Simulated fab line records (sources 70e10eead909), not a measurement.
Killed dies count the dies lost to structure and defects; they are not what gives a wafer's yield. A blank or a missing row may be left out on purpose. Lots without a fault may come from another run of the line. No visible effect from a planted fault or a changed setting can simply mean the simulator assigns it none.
Struck lot and sound lot, side by side	flow nandHarc	14 steps out of a route of 1302
Sound: these wafers, L351.1, L351.4, L351.5. Struck: wafer L370.4 (L370.1, L370.5, from the same lot, were not struck and are left out); the cause is given at the end.
For every step that has rows: the tool of each side, followed by ch and its chambers, followed by its first start. Under that, the readings that differ: sound wafers	struck wafers	difference of the means	sigmas: that difference in standard deviations of wafers without a fault.
alike: words and numbers the same on both sides, and readings whose means are apart by under 2 such deviations; not compared: readings that were withheld, readings missing a value for some wafer, numbers with overlapping values and no deviation given by the record, and bounds like >300 which may hide the same value.
Wherever a step has rows on one side only, a row that says differs or no value, or a row with sigmas, the two part there. Numbers that have no deviation but don't overlap get no sigmas and don't part them. Lack of a reading on every wafer of one side parts them only where that side has two or more wafers.

first, 9 steps without rows for these wafers: NHARC_THIN_TSV_PVD_24 (deposits Al, target thk 800 nm); NHARC_THIN_TSV_DEHYDRATE_25 (time 120 s); NHARC_THIN_TSV_HMDS_26 (time 30 s); NHARC_THIN_TSV_COAT_27; NHARC_THIN_TSV_SOFTBAKE_28 (time 95 s); NHARC_THIN_TSV_EBR_29; NHARC_THIN_TSV_EXPOSE_30 (exposes mask PAD); NHARC_THIN_TSV_PEB_31 (peb time 85 s); NHARC_THIN_TSV_DEVELOP_32 (time 70 s).
NHARC_THIN_TSV_CD_MEAS_33: the cd target is 5000 nm.
  sound on cdSem-03 ch 0, day 24 11:37; struck on cdSem-01 ch 0, day 32 08:53
reading	sound	struck	difference	sigmas
cdNm (nm)	4998.9 5000.3 5002.7	5005.3	+4.7	+2
then, 1 step without rows for these wafers: NHARC_THIN_TSV_HARDBAKE_34 (time 80 s).
NHARC_THIN_TSV_DESCUM_35: chemistry O2, time 3 s.
  sound on rieDiel-05 ch 1,3, day 24 11:46; struck on rieDiel-05 ch 1, day 32 09:03
  alike: drypumpMotorCurrentA, oesProductAu, rfVppV, showerheadPlenumPTorr, throttleValvePct
  not compared: rfHoursCounterH
NHARC_THIN_TSV_ETCH_59: etches the open film in Cl2/BCl3, target depth 880 nm, time 138.1 s.
  sound on rieMetal-03 ch 0,1, day 24 11:56; struck on rieMetal-03 ch 0, day 32 09:13
reading	sound	struck	difference	sigmas
runLengthS (s)	160.3 159.1 159.7	145.0	-14.7	-33
  alike: drypumpMotorCurrentA, oesProductAu, throttleValvePct
  not compared: rfHoursCounterH
NHARC_THIN_TSV_ETCH_36: etches the open film in Cl2/BCl3, target depth 65 nm, time 18.571 s.
  sound on rieMetal-03 ch 0,1, day 24 12:09; struck on rieMetal-03 ch 0, day 32 09:27
  alike: drypumpMotorCurrentA, oesProductAu, runLengthS
  not compared: rfHoursCounterH

## WHERE THEY PART
Last at NHARC_THIN_TSV_ETCH_59 as far as this record goes, first at NHARC_THIN_TSV_CD_MEAS_33. Later steps at which nothing parts them and some readings are alike: NHARC_THIN_TSV_ETCH_36.

WHY: the cause the simulator had injected
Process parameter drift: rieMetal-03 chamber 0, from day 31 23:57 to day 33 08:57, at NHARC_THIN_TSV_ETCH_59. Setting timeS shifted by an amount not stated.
